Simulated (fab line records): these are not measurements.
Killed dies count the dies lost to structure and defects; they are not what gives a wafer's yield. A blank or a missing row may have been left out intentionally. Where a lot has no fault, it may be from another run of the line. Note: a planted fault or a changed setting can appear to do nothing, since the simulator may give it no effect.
Chamber matching | flow nand-harc | NHARC_A_SLIT_DESCUM_14 on rie-diel-05: 4 sister chambers
The step chemistry O2, time 3 s. 22 wafers are shown with their chamber, then 11 later ones without.

EACH WAFER AND ITS CHAMBER
wafer  | chamber | showerhead-plenum-p-Torr (Torr) | drypump-motor-current-A (A) | rf-vpp-V (V)
L074.1 | 1       | 1.85                            | 5.7                         | 56.0
L074.5 | 0       | 1.84                            | 4.8                         | 56.8
L074.6 | 3       | 1.87                            | 6.6                         | 57.5
L078.2 | 0       | 1.84                            | 4.8                         | 57.1
L078.4 | 2       | 1.97                            | 5.6                         | 57.9
L078.5 | 0       | 1.84                            | 4.9                         | 58.4
L080.1 | 1       | 1.85                            | 5.7                         | 57.2
L080.4 | 3       | 1.86                            | 6.6                         | 56.9
L080.5 | 2       | 1.97                            | 5.5                         | 58.7
L081.3 | 3       | 1.86                            | 6.6                         | 57.7
L081.4 | 2       | 1.97                            | 5.5                         | 57.7
L081.5 | 1       | 1.85                            | 5.7                         | 58.2
L083.1 | 0       | 1.84                            | 4.9                         | 56.5
L083.4 | 3       | 1.86                            | 6.6                         | 58.0
L083.5 | 1       | 1.85                            | 5.7                         | 57.7
L086.2 | 3       | 1.86                            | 6.6                         | 58.0
L086.4 | 1       | 1.85                            | 5.7                         | 56.7
L086.5 | 2       | 1.97                            | 5.6                         | 58.5
L090.2 | 3       | 1.86                            | 6.6                         | 57.0
L090.4 | 0       | 1.84                            | 4.8                         | 58.2
L090.5 | 2       | 1.97                            | 5.5                         | 57.2
L089.4 | 0       | 1.84                            | 4.8                         | 58.1

SIGNATURES (means of the wafers above)
reading                  | chamber 0 | chamber 1 | chamber 2 | chamber 3 | scatter within a chamber
showerhead-plenum-p-Torr | 1.8400    | 1.8500    | 1.9700    | 1.8617    | 0.00215
drypump-motor-current-A  | 4.833     | 5.700     | 5.540     | 6.600     | 0.0375
rf-vpp-V                 | 57.517    | 57.160    | 58.000    | 57.517    | 0.702
Rule: distance of a wafer from a chamber = root of the sum over the readings of ((wafer's reading minus chamber's mean) / reading's scatter) squared. If the next closest chamber is less than 2 further off than the closest, the wafer can't be placed; otherwise it belongs to the closest. How the scatter is found: for the shown wafers, subtract from each reading the mean of its chamber, square and add these, divide the total by (wafers less chambers), then take the root.

WAFERS WITH NO CHAMBER GIVEN
wafer  | showerhead-plenum-p-Torr (Torr) | drypump-motor-current-A (A) | rf-vpp-V (V)
L089.5 | 1.84                            | 4.9                         | 57.9
L089.6 | 1.86                            | 6.6                         | 58.0
L093.1 | 1.97                            | 5.6                         | 57.9
L093.5 | 1.84                            | 4.8                         | 56.3
L093.6 | 1.97                            | 5.6                         | 58.5
L096.2 | 1.86                            | 6.6                         | 59.9
L096.3 | 1.85                            | 5.7                         | 57.9
L096.5 | 1.97                            | 5.6                         | 57.7
L095.3 | 1.84                            | 4.8                         | 56.7
L095.5 | 1.97                            | 5.5                         | 56.6
L095.6 | 1.85                            | 5.7                         | 57.4

EACH ONE'S CHAMBER
wafer  | from the rows above | in truth
L089.5 | 0                   | 0
L089.6 | 3                   | 3
L093.1 | 2                   | 2
L093.5 | 0                   | 0
L093.6 | 2                   | 2
L096.2 | 3                   | 3
L096.3 | 1                   | 1
L096.5 | 2                   | 2
L095.3 | 0                   | 0
L095.5 | 2                   | 2
L095.6 | 1                   | 1
Placed correctly: 11 of 11. Not placeable from these rows: 0. Number placed wrongly: 0.
